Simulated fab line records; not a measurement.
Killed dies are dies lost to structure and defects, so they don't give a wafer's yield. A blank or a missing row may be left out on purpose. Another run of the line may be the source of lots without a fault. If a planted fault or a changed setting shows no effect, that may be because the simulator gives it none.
Matching of chambers    flow nand_harc    4 sister chambers for NHARC_A_STAIRCASE_ETCHBACK_157 on rie_diel-04
The step etches the open film in CH3F/O2, target depth 90 nm, time 167.14 s. 8 wafers are shown with their chamber, then 7 later ones without.

## WAFERS WITH THEIR CHAMBER
wafer   chamber  drypump_motor_current_A (A)  rf_vpp_V (V)
L381.3  2        6.7                          243.1
L381.6  1        5.8                          243.0
L382.3  2        6.6                          242.2
L384.1  1        5.9                          243.6
L384.4  3        5.6                          242.5
L384.6  0        6.4                          243.3
L385.2  0        6.5                          245.3
L385.4  3        5.6                          241.5

## WAFERS MISSING THEIR CHAMBER
wafer   drypump_motor_current_A (A)  rf_vpp_V (V)
L385.6  5.9                          242.8
L394.1  5.6                          242.9
L394.2  6.7                          241.8
L394.3  5.8                          242.1
L400.1  6.6                          240.8
L400.2  5.8                          243.7
L400.5  5.6                          243.1

## THE CHAMBER EACH PASSED THROUGH
wafer   from the rows above      in truth
L385.6  1                        1
L394.1  3                        3
L394.2  2                        2
L394.3  can't be placed: 1 or 3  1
L400.1  2                        2
L400.2  1                        1
L400.5  3                        3
Correctly placed: 6 of 7. Not placeable from these rows: 1 (in 1, the candidates include the true chamber). 0 placed wrongly.
How it was worked out, from the rows above alone: a wafer's distance from a chamber is the root of the sum, over the readings, of the square of ((its reading less the chamber's mean) divided by the reading's scatter). If the next closest chamber is less than 2 further off than the closest, the wafer can't be placed; otherwise it belongs to the closest. The mean given for a chamber averages the wafers shown for that chamber. The scatter: take each reading less its chamber's mean, square it, sum over the shown wafers, divide by the number of wafers less the number of chambers, and take the root.
